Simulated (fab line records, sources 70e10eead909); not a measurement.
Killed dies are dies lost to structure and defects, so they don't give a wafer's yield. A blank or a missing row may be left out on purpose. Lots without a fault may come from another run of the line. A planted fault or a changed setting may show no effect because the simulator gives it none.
Which tool did it? | flow nand_harc | 24 lots, 72 wafers sampled, at 6 steps of a route of 1302

WHAT THE GAUGES READ, wafer by wafer
The record holds no reading of a measuring or inspecting step that can be judged against a usual standard deviation.

WHICH TOOL RAN EACH LOT (tool, then ch and the chambers of the sampled wafers, then the start)
lot  | NHARC_A_SLIT_DEP_00           | NHARC_A_WL_FILL_RTA_01           | NHARC_A_WL_FILL_STRIP_27             | NHARC_A_WL_FILL_ETCHBACK_16                   | NHARC_A_WL_FILL_ALD_19              | NHARC_A_WL_FILL_CMP_12
L076 | acl_dep-03 ch 0, day 20 02:21 | rtp_anneal-01 ch 0, day 20 20:29 | plasma_asher-02 ch 0,1, day 20 21:53 | rie_diel-03 ch 0,2,3, day 21 13:36 or earlier | ald_metal-02 ch 0,2,3, day 21 13:36 | cmp-01 ch 0,1,3, day 21 13:59
L074 | acl_dep-01 ch 0, day 20 03:47 | rtp_anneal-01 ch 0, day 20 22:19 | plasma_asher-01 ch 0,1, day 20 23:49 | rie_diel-09 ch 0,3, day 21 13:35 or earlier   | ald_metal-04 ch 2,3, day 21 13:35   | cmp-03 ch 0,2,3, day 21 14:01
L075 | acl_dep-03 ch 0, day 20 06:43 | rtp_anneal-02 ch 0, day 21 02:07 | plasma_asher-02 ch 0,1, day 21 03:31 | rie_diel-09 ch 0,3, day 21 22:17 or earlier   | ald_metal-04 ch 0,1,2, day 21 22:17 | cmp-01 ch 1,2, day 21 22:41
L077 | acl_dep-01 ch 0, day 20 15:50 | rtp_anneal-01 ch 0, day 21 10:10 | plasma_asher-01 ch 0,1, day 21 11:43 | rie_diel-03 ch 0,3, day 22 03:50 or earlier   | ald_metal-04 ch 0,1,3, day 22 03:50 | cmp-02 ch 0,1,3, day 22 04:13
L078 | acl_dep-02 ch 0, day 21 02:13 | rtp_anneal-02 ch 0, day 21 20:58 | plasma_asher-02 ch 0,1, day 21 22:22 | rie_diel-02 ch 0,1,3, day 22 14:04 or earlier | ald_metal-02 ch 0,1,3, day 22 14:04 | cmp-01 ch 1,2,3, day 22 14:26
L079 | acl_dep-02 ch 0, day 21 19:21 | rtp_anneal-01 ch 0, day 22 13:10 | plasma_asher-01 ch 0,1, day 22 14:34 | rie_diel-02 ch 0,1,2, day 23 06:20 or earlier | ald_metal-04 ch 0,1,2, day 23 06:20 | cmp-02 ch 1,2,3, day 23 06:44
L080 | acl_dep-03 ch 0, day 21 20:27 | rtp_anneal-02 ch 0, day 22 18:01 | plasma_asher-02 ch 0, day 22 19:24   | rie_diel-03 ch 1,2,3, day 23 12:35 or earlier | ald_metal-04 ch 0,1,3, day 23 12:35 | cmp-02 ch 1,3, day 23 12:55
L081 | acl_dep-01 ch 0, day 22 18:59 | rtp_anneal-02 ch 0, day 23 11:46 | plasma_asher-01 ch 0,1, day 23 13:14 | rie_diel-03 ch 1,2, day 24 08:32 or earlier   | ald_metal-04 ch 2,3, day 24 08:32   | cmp-01 ch 0,2,3, day 24 09:00
L083 | acl_dep-03 ch 0, day 23 13:08 | rtp_anneal-01 ch 0, day 24 06:53 | plasma_asher-01 ch 0,1, day 24 08:30 | rie_diel-03 ch 0,2, day 25 00:28 or earlier   | ald_metal-04 ch 2,3, day 25 00:28   | cmp-03 ch 0,1,3, day 25 00:54
L082 | acl_dep-02 ch 0, day 23 14:37 | rtp_anneal-02 ch 0, day 24 06:47 | plasma_asher-01 ch 1, day 24 08:11   | rie_diel-03 ch 0,3, day 25 00:28 or earlier   | ald_metal-01 ch 1,2, day 25 00:28   | cmp-01 ch 0,1,3, day 25 00:52
L086 | acl_dep-02 ch 0, day 24 04:53 | rtp_anneal-01 ch 0, day 24 22:28 | plasma_asher-02 ch 0,1, day 25 00:03 | rie_diel-03 ch 0,3, day 25 18:15 or earlier   | ald_metal-04 ch 0,1,2, day 25 18:15 | cmp-03 ch 0,1,3, day 25 18:41
L084 | acl_dep-03 ch 0, day 24 06:38 | rtp_anneal-02 ch 0, day 24 22:29 | plasma_asher-02 ch 0,1, day 24 23:55 | rie_diel-02 ch 0,1,2, day 25 18:14 or earlier | ald_metal-01 ch 0,1,2, day 25 18:14 | cmp-02 ch 1,2,3, day 25 18:39
L087 | acl_dep-03 ch 0, day 24 15:53 | rtp_anneal-02 ch 0, day 25 08:32 | plasma_asher-02 ch 0,1, day 25 09:55 | rie_diel-09 ch 0,2,3, day 26 03:05 or earlier | ald_metal-02 ch 0,2,3, day 26 03:05 | cmp-02 ch 2,3, day 26 03:26
L085 | acl_dep-01 ch 0, day 24 16:39 | rtp_anneal-01 ch 0, day 25 08:42 | plasma_asher-01 ch 0,1, day 25 10:10 | rie_diel-03 ch 0,2, day 26 03:01 or earlier   | ald_metal-01 ch 1,2, day 26 03:01   | cmp-01 ch 0,2, day 26 03:25
L088 | acl_dep-02 ch 0, day 25 11:40 | rtp_anneal-02 ch 0, day 26 07:06 | plasma_asher-01 ch 0,1, day 26 08:43 | rie_diel-02 ch 0,1,3, day 27 02:16 or earlier | ald_metal-01 ch 0,1,3, day 27 02:16 | cmp-03 ch 0,2,3, day 27 02:40
L089 | acl_dep-03 ch 0, day 25 11:42 | rtp_anneal-01 ch 0, day 26 10:09 | plasma_asher-01 ch 0,1, day 26 11:39 | rie_diel-09 ch 0,1,3, day 27 05:55 or earlier | ald_metal-04 ch 1,2,3, day 27 05:55 | cmp-02 ch 0,1, day 27 06:18
L090 | acl_dep-03 ch 0, day 26 00:46 | rtp_anneal-02 ch 0, day 26 19:34 | plasma_asher-02 ch 0,1, day 26 20:59 | rie_diel-02 ch 0,2, day 27 12:40 or earlier   | ald_metal-01 ch 1,2, day 27 12:40   | cmp-03 ch 1,2, day 27 13:06
L092 | acl_dep-01 ch 0, day 27 00:29 | rtp_anneal-01 ch 0, day 27 18:31 | plasma_asher-02 ch 0,1, day 27 20:23 | rie_diel-03 ch 0,1,2, day 28 11:30 or earlier | ald_metal-01 ch 1,2, day 28 11:30   | cmp-02 ch 1,3, day 28 11:53
L091 | acl_dep-03 ch 0, day 27 01:44 | rtp_anneal-02 ch 0, day 27 18:26 | plasma_asher-01 ch 0,1, day 27 20:04 | rie_diel-02 ch 2,3, day 28 11:31 or earlier   | ald_metal-02 ch 1,2, day 28 11:31   | cmp-01 ch 2,3, day 28 11:53
L093 | acl_dep-02 ch 0, day 27 06:22 | rtp_anneal-01 ch 0, day 28 00:20 | plasma_asher-02 ch 0,1, day 28 01:46 | rie_diel-09 ch 0,2,3, day 28 18:07 or earlier | ald_metal-04 ch 1,2, day 28 18:07   | cmp-01 ch 0,2,3, day 28 18:33
L094 | acl_dep-03 ch 0, day 27 11:02 | rtp_anneal-01 ch 0, day 28 08:13 | plasma_asher-02 ch 0,1, day 28 09:37 | rie_diel-09 ch 2,3, day 29 01:13 or earlier   | ald_metal-01 ch 0,1,3, day 29 01:13 | cmp-01 ch 0,1,3, day 29 01:39
L096 | acl_dep-01 ch 0, day 28 09:58 | rtp_anneal-01 ch 0, day 29 03:08 | plasma_asher-01 ch 0,1, day 29 04:33 | rie_diel-09 ch 1,2,3, day 29 20:08 or earlier | ald_metal-04 ch 0,1,3, day 29 20:08 | cmp-02 ch 0,1,3, day 29 20:31
L095 | acl_dep-02 ch 0, day 28 10:08 | rtp_anneal-02 ch 0, day 29 03:08 | plasma_asher-02 ch 0,1, day 29 04:50 | rie_diel-02 ch 0,2,3, day 29 22:34 or earlier | ald_metal-01 ch 0,2,3, day 29 22:34 | cmp-02 ch 0,1, day 29 22:56
L097 | acl_dep-03 ch 0, day 29 03:55 | rtp_anneal-01 ch 0, day 29 21:46 | plasma_asher-02 ch 0,1, day 29 23:10 | rie_diel-03 ch 0,2,3, day 30 14:52 or earlier | ald_metal-04 ch 0,1,3, day 30 14:52 | cmp-01 ch 1,2,3, day 30 15:26
- NHARC_A_SLIT_DEP_00: deposits aC, target thk 6200 nm.
- NHARC_A_WL_FILL_RTA_01: time 5 s.
- NHARC_A_WL_FILL_STRIP_27: strips in N2/H2, time 20 s.
- NHARC_A_WL_FILL_ETCHBACK_16: etches the open film in C4F8/O2/Ar, target depth 120 nm, time 24 s.
- NHARC_A_WL_FILL_ALD_19: deposits TiN, target thk 2 nm, pulse time 3 s, ald cycles 100.
- NHARC_A_WL_FILL_CMP_12: polishes, t overpolish 30 s, target thk 100 nm.

WHAT THE TOOLS THEMSELVES READ (means of the sampled wafers that have a number; where no wafer has one, the mark that the record gives instead)
NHARC_A_SLIT_DEP_00. Usual: throttle_valve_pct 35.001 %, standard deviation 0.0085.
lot  | tool       | throttle_valve_pct (%) | flag
L076 | acl_dep-03 | 34.998                 |
L074 | acl_dep-01 | 35.002                 |
L075 | acl_dep-03 | 35.000                 |
L077 | acl_dep-01 | 35.001                 |
L078 | acl_dep-02 | 35.007                 |
L079 | acl_dep-02 | 35.009                 |
L080 | acl_dep-03 | 35.005                 |
L081 | acl_dep-01 | 35.002                 |
L083 | acl_dep-03 | 35.011                 |
L082 | acl_dep-02 | 35.002                 |
L086 | acl_dep-02 | 34.992                 |
L084 | acl_dep-03 | 35.001                 |
L087 | acl_dep-03 | 34.999                 |
L085 | acl_dep-01 | 35.002                 |
L088 | acl_dep-02 | 35.007                 |
L089 | acl_dep-03 | 34.997                 |
L090 | acl_dep-03 | 34.992                 |
L092 | acl_dep-01 | 34.994                 |
L091 | acl_dep-03 | 34.998                 |
L093 | acl_dep-02 | 35.002                 |
L094 | acl_dep-03 | 35.009                 |
L096 | acl_dep-01 | 35.004                 |
L095 | acl_dep-02 | 34.997                 |
L097 | acl_dep-03 | 34.999                 |

NHARC_A_WL_FILL_RTA_01. Usual: anneal_temp_c_max 1003.9, standard deviation 0.75; lamp_power_pct 27.6 %, standard deviation 0.64; lamp_zone_4_pct 27.6 %, standard deviation 0.64; wafer_temp_C_max 1006.2, standard deviation 1.3.
lot  | tool          | anneal_temp_c_max | lamp_power_pct (%) | lamp_zone_4_pct (%) | wafer_temp_C_max | flag
L076 | rtp_anneal-01 | 1004.5            | 28.2               | 28.2                | 1006.2           |
L074 | rtp_anneal-01 | 1004.5            | 28.2               | 28.2                | 1006.4           |
L075 | rtp_anneal-02 | 1003.3            | 26.9               | 26.9                | 1005.2           |
L077 | rtp_anneal-01 | 1003.6            | 28.2               | 28.2                | 1006.6           |
L078 | rtp_anneal-02 | 1003.6            | 27.0               | 27.0                | 1004.5           |
L079 | rtp_anneal-01 | 1005.2            | 28.2               | 28.2                | 1007.3           |
L080 | rtp_anneal-02 | 1003.7            | 26.9               | 26.9                | 1004.5           |
L081 | rtp_anneal-02 | 1003.4            | 26.9               | 26.9                | 1005.4           |
L083 | rtp_anneal-01 | 1004.0            | 28.2               | 28.2                | 1007.9           |
L082 | rtp_anneal-02 | 1003.1            | 26.9               | 26.9                | 1005.3           |
L086 | rtp_anneal-01 | 1004.4            | 28.2               | 28.2                | 1006.8           |
L084 | rtp_anneal-02 | 1004.2            | 26.9               | 26.9                | 1006.5           |
L087 | rtp_anneal-02 | 1003.5            | 26.9               | 26.9                | 1005.4           |
L085 | rtp_anneal-01 | 1004.0            | 28.2               | 28.2                | 1006.9           |
L088 | rtp_anneal-02 | 1004.0            | 27.0               | 26.9                | 1005.6           |
L089 | rtp_anneal-01 | 1003.6            | 28.3               | 28.2                | 1006.7           |
L090 | rtp_anneal-02 | 1003.1            | 26.9               | 26.9                | 1006.2           |
L092 | rtp_anneal-01 | 1004.0            | 28.2               | 28.2                | 1007.2           |
L091 | rtp_anneal-02 | 1003.1            | 26.9               | 26.9                | 1005.9           |
L093 | rtp_anneal-01 | 1004.6            | 28.2               | 28.2                | 1006.6           |
L094 | rtp_anneal-01 | 1004.4            | 28.2               | 28.2                | 1007.2           |
L096 | rtp_anneal-01 | 1004.9            | 28.2               | 28.2                | 1006.8           |
L095 | rtp_anneal-02 | 1003.8            | 27.0               | 26.9                | 1005.1           |
L097 | rtp_anneal-01 | 1004.7            | 28.2               | 28.2                | 1006.9           |

NHARC_A_WL_FILL_STRIP_27. Usual: drypump_motor_current_A 5.43 A, standard deviation 0.3; heater_power_w 332 W, standard deviation 32.
lot  | tool            | drypump_motor_current_A (A) | heater_power_w (W) | flag
L076 | plasma_asher-02 | 5.46                        | 310                |
L074 | plasma_asher-01 | 5.22                        | 360                |
L075 | plasma_asher-02 | 5.51                        | 315                |
L077 | plasma_asher-01 | 5.23                        | 360                |
L078 | plasma_asher-02 | 5.53                        | 314                |
L079 | plasma_asher-01 | 5.22                        | 360                |
L080 | plasma_asher-02 | 5.56                        | 318                |
L081 | plasma_asher-01 | 5.51                        | 370                |
L083 | plasma_asher-01 | 5.22                        | 351                |
L082 | plasma_asher-01 | 4.94                        | 340                |
L086 | plasma_asher-02 | 5.50                        | 318                |
L084 | plasma_asher-02 | 5.49                        | 314                |
L087 | plasma_asher-02 | 5.46                        | 311                |
L085 | plasma_asher-01 | 5.21                        | 345                |
L088 | plasma_asher-01 | 5.50                        | 370                |
L089 | plasma_asher-01 | 5.22                        | 347                |
L090 | plasma_asher-02 | 5.49                        | 305                |
L092 | plasma_asher-02 | 5.51                        | 308                |
L091 | plasma_asher-01 | 5.22                        | 342                |
L093 | plasma_asher-02 | 5.48                        | 299                |
L094 | plasma_asher-02 | 5.52                        | 310                |
L096 | plasma_asher-01 | 5.21                        | 346                |
L095 | plasma_asher-02 | 5.48                        | 299                |
L097 | plasma_asher-02 | 5.55                        | 308                |

NHARC_A_WL_FILL_ETCHBACK_16. Usual: oes_product_au 0.98 a.u., standard deviation 0.033; rf_fwd_power_W 588 W, standard deviation 3.7; rf_vpp_V 722 V, standard deviation 3.7.
lot  | tool        | oes_product_au (a.u.) | rf_fwd_power_W (W) | rf_vpp_V (V) | flag
L076 | rie_diel-03 | 1.00                  | 587                | 725          |
L074 | rie_diel-09 | 0.92                  | 587                | 723          |
L075 | rie_diel-09 | 0.91                  | 585                | 723          |
L077 | rie_diel-03 | 0.98                  | 584                | 725          |
L078 | rie_diel-02 | 1.00                  | 592                | 720          |
L079 | rie_diel-02 | 0.93                  | 592                | 720          |
L080 | rie_diel-03 | 1.00                  | 589                | 724          |
L081 | rie_diel-03 | 1.01                  | 594                | 722          |
L083 | rie_diel-03 | 0.97                  | 587                | 722          |
L082 | rie_diel-03 | 0.95                  | 586                | 723          |
L086 | rie_diel-03 | 0.98                  | 585                | 723          |
L084 | rie_diel-02 | 1.00                  | 592                | 719          |
L087 | rie_diel-09 | 1.01                  | 588                | 723          |
L085 | rie_diel-03 | 0.98                  | 586                | 722          |
L088 | rie_diel-02 | 1.00                  | 588                | 721          |
L089 | rie_diel-09 | 1.00                  | 588                | 723          |
L090 | rie_diel-02 | 0.93                  | 591                | 717          |
L092 | rie_diel-03 | 1.01                  | 591                | 721          |
L091 | rie_diel-02 | 0.93                  | 585                | 719          |
L093 | rie_diel-09 | 0.97                  | 587                | 723          |
L094 | rie_diel-09 | 0.93                  | 587                | 721          |
L096 | rie_diel-09 | 1.01                  | 589                | 721          |
L095 | rie_diel-02 | 0.99                  | 590                | 718          |
L097 | rie_diel-03 | 1.01                  | 586                | 724          |

NHARC_A_WL_FILL_ALD_19. Usual: heater_power_outer_w 706 W, standard deviation 74; heater_power_w 1106 W, standard deviation 120; precursor_pulse_height_rel 1.003, standard deviation 0.02.
lot  | tool         | heater_power_outer_w (W) | heater_power_w (W) | precursor_pulse_height_rel | flag
L076 | ald_metal-02 | 679                      | 1078               | 1.000                      |
L074 | ald_metal-04 | 679                      | 1038               | 1.002                      |
L075 | ald_metal-04 | 705                      | 1101               | 1.005                      |
L077 | ald_metal-04 | 772                      | 1183               | 1.015                      |
L078 | ald_metal-02 | 666                      | 1042               | 1.012                      |
L079 | ald_metal-04 | 718                      | 1098               | 0.991                      |
L080 | ald_metal-04 | 763                      | 1192               | 0.996                      |
L081 | ald_metal-04 | 747                      | 1164               | 1.020                      |
L083 | ald_metal-04 | 673                      | 1054               | 1.002                      |
L082 | ald_metal-01 | 638                      | 1028               | 1.013                      |
L086 | ald_metal-04 | 695                      | 1106               | 1.015                      |
L084 | ald_metal-01 | 670                      | 1075               | 1.002                      |
L087 | ald_metal-02 | 676                      | 1089               | 0.981                      |
L085 | ald_metal-01 | 631                      | 979                | 1.006                      |
L088 | ald_metal-01 | 702                      | 1147               | 1.008                      |
L089 | ald_metal-04 | 726                      | 1124               | 1.015                      |
L090 | ald_metal-01 | 627                      | 1010               | 1.005                      |
L092 | ald_metal-01 | 636                      | 993                | 1.002                      |
L091 | ald_metal-02 | 666                      | 976                | 1.021                      |
L093 | ald_metal-04 | 662                      | 1006               | 1.012                      |
L094 | ald_metal-01 | 724                      | 1155               | 1.000                      |
L096 | ald_metal-04 | 788                      | 1225               | 0.997                      |
L095 | ald_metal-01 | 696                      | 1099               | 0.971                      |
L097 | ald_metal-04 | 816                      | 1252               | 0.997                      |

NHARC_A_WL_FILL_CMP_12. Usual: motor_current_A 11.6 A, standard deviation 0.92; overpolish_run_s 30.000 s, standard deviation 0.0086; time_to_endpoint_s 20 s, standard deviation 3.1.
lot  | tool   | motor_current_A (A) | overpolish_run_s (s) | time_to_endpoint_s (s) | flag
L076 | cmp-01 | 11.1                | 30.000               | 21                     |
L074 | cmp-03 | 11.9                | 29.994               | 19                     |
L075 | cmp-01 | 11.7                | 30.004               | 22                     |
L077 | cmp-02 | 11.5                | 29.997               | 19                     |
L078 | cmp-01 | 11.7                | 30.004               | 23                     |
L079 | cmp-02 | 11.4                | 29.998               | 26                     |
L080 | cmp-02 | 11.9                | 29.996               | 19                     |
L081 | cmp-01 | 11.7                | 30.001               | 22                     |
L083 | cmp-03 | 12.0                | 29.997               | 17                     |
L082 | cmp-01 | 11.0                | 30.003               | 23                     |
L086 | cmp-03 | 11.9                | 30.001               | 14                     |
L084 | cmp-02 | 11.9                | 30.002               | 24                     |
L087 | cmp-02 | 11.5                | 29.997               | 24                     |
L085 | cmp-01 | 12.4                | 30.002               | 14                     |
L088 | cmp-03 | 11.8                | 30.006               | 20                     |
L089 | cmp-02 | 11.4                | 30.010               | 21                     |
L090 | cmp-03 | 11.4                | 30.003               | 20                     |
L092 | cmp-02 | 12.1                | 29.990               | 21                     |
L091 | cmp-01 | 11.8                | 30.006               | 20                     |
L093 | cmp-01 | 11.7                | 30.006               | 20                     |
L094 | cmp-01 | 11.1                | 30.001               | 22                     |
L096 | cmp-02 | 11.5                | 30.009               | 21                     |
L095 | cmp-02 | 11.3                | 30.006               | 18                     |
L097 | cmp-01 | 11.8                | 30.006               | 16                     |

THE ANSWER, worked out from the rows above alone
Rule: a lot is off if the mean of its wafers that have a number lies more than 3 standard deviations from the usual mean. A lot without any number at a reading at which 4 lots or more have one is off too. The other lots that the step has rows for count as sound. The gauges are gone through in route order, then the tools' own readings, and for those a lot's mean is taken as printed above. The first step at which some lot is off is used, and at that step the reading that is off furthest; a lot without a number counts as furthest.
No lot is off at any reading shown: from this, nothing can be told.

WHAT THE SIMULATOR HAD PUT IN
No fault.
